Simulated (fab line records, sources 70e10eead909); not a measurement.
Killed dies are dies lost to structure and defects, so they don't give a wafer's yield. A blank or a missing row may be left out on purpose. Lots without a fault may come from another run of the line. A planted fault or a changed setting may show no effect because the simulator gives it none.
Chamber matching | flow nand_harc | NHARC_A_M1_PRE_CLEAN_32 on pecvd-03: 3 sister chambers
The step time 12 s. 16 wafers are shown with their chamber, then 8 later ones without.

WAFERS WITH THEIR CHAMBER
wafer  | chamber | heater_power_w (W)
L077.1 | 1       | 617
L077.2 | 0       | 668
L077.6 | 1       | 607
L074.1 | 2       | 753
L074.4 | 0       | 619
L074.6 | 1       | 552
L082.1 | 0       | 601
L082.5 | 1       | 639
L082.6 | 0       | 596
L084.3 | 1       | 621
L084.5 | 0       | 680
L084.6 | 2       | 668
L086.1 | 2       | 729
L086.2 | 0       | 613
L086.4 | 2       | 710
L091.1 | 2       | 793

SIGNATURES (means of the wafers above)
reading        | chamber 0 | chamber 1 | chamber 2 | scatter within a chamber
heater_power_w | 629.50    | 607.20    | 730.60    | 38.7
Rule: a wafer's distance from a chamber is the root of the sum, over the readings, of the square of ((its reading less the chamber's mean) divided by the reading's scatter). The wafer belongs to the nearest chamber; if the next one is less than 2 further off, it can't be placed. The scatter: the root of (the sum of the squares of (reading less its chamber's mean) over the shown wafers, divided by (wafers less chambers)).

WAFERS WITHOUT THEIR CHAMBER
wafer  | heater_power_w (W)
L091.2 | 605
L091.3 | 693
L090.1 | 631
L090.3 | 683
L090.4 | 693
L096.1 | 746
L096.3 | 785
L096.4 | 623

WHICH CHAMBER EACH WENT THROUGH
wafer  | from the rows above          | in truth
L091.2 | can't be placed: 1 or 0      | 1
L091.3 | can't be placed: 2 or 0 or 1 | 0
L090.1 | can't be placed: 0 or 1      | 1
L090.3 | can't be placed: 2 or 0 or 1 | 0
L090.4 | can't be placed: 2 or 0 or 1 | 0
L096.1 | 2                            | 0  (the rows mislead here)
L096.3 | 2                            | 2
L096.4 | can't be placed: 0 or 1      | 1
Placed correctly: 1 of 8. Can't be placed from these rows: 6 (the true chamber is among the candidates in 6). Placed wrongly: 1.
